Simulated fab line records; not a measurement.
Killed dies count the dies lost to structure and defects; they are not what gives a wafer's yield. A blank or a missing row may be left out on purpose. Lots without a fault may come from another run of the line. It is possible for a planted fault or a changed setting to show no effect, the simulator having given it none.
Chamber matching    flow n5Finfet    rieDiel-02 running N5_BEOL_M11_STRIP_67: 4 sister chambers
The step strips in CF4. 4 wafers are shown with their chamber, then 8 later ones without.

## EACH WAFER AND ITS CHAMBER
wafer   chamber  showerheadPlenumPTorr (Torr)
L085.4  1        1.71
L085.5  0        1.80
L087.4  3        1.74
L091.1  2        1.88

## WAFERS WITHOUT THEIR CHAMBER
wafer   showerheadPlenumPTorr (Torr)
L091.3  1.80
L091.6  1.80
L093.2  1.73
L093.3  1.80
L093.5  1.88
L097.1  1.73
L097.2  1.91
L097.3  1.80

## CHAMBER TAKEN BY EACH
wafer    from the rows above       in truth
L091.3   0                         0
L091.6   0                         0
L093.2   can't be placed: 3 or 1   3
L093.3   0                         0
L093.5   2                         2
L097.1   can't be placed: 3 or 1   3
L097.2   2                         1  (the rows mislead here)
L097.3   0                         0
Placed correctly: 5 of 8. Not placeable from these rows: 2 (in 2, the candidates include the true chamber). Placed wrongly: 1.
How it was worked out, from the rows above alone: a wafer's distance from a chamber is the root of the sum, over the readings, of the square of ((its reading less the chamber's mean) divided by the reading's scatter). If the next closest chamber is less than 2 further off than the closest, the wafer can't be placed; otherwise it belongs to the closest. Each chamber's mean is taken over the wafers shown for it. The scatter: with one shown wafer a chamber, the root of the mean of the squares of how far each hidden wafer lies from its nearest shown one.
